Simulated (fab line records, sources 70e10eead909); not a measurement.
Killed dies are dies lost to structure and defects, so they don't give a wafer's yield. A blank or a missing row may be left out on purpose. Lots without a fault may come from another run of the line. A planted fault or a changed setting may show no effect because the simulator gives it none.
Chamber matching | flow nand_harc | NHARC_A_SGD_CUT_CMP_21 on cmp-04: 3 sister chambers
The step polishes, target thk 148.19 nm. 3 wafers are shown with their chamber, then 6 later ones without.

WAFERS WITH THEIR CHAMBER
wafer  | chamber | motor_current_A (A)
L727.5 | 3       | 10.4
L727.6 | 2       | 14.6
L728.1 | 1       | 12.6

WAFERS WITHOUT THEIR CHAMBER
wafer  | motor_current_A (A)
L728.2 | 14.4
L737.3 | 12.4
L737.4 | 11.1
L741.2 | 14.3
L741.3 | 12.3
L741.5 | 12.6

WHICH CHAMBER EACH WENT THROUGH
wafer  | from the rows above | in truth
L728.2 | 2                   | 2
L737.3 | 1                   | 1
L737.4 | 3                   | 3
L741.2 | 2                   | 2
L741.3 | 1                   | 1
L741.5 | 1                   | 1
Placed correctly: 6 of 6. Can't be placed from these rows: 0. Placed wrongly: 0.
How it was worked out, from the rows above alone: a wafer's distance from a chamber is the root of the sum, over the readings, of the square of ((its reading less the chamber's mean) divided by the reading's scatter). The wafer belongs to the nearest chamber; if the next one is less than 2 further off, it can't be placed. A chamber's mean is the mean of its shown wafers. The scatter: with one shown wafer a chamber, the root of the mean of the squares of how far each hidden wafer lies from its nearest shown one.
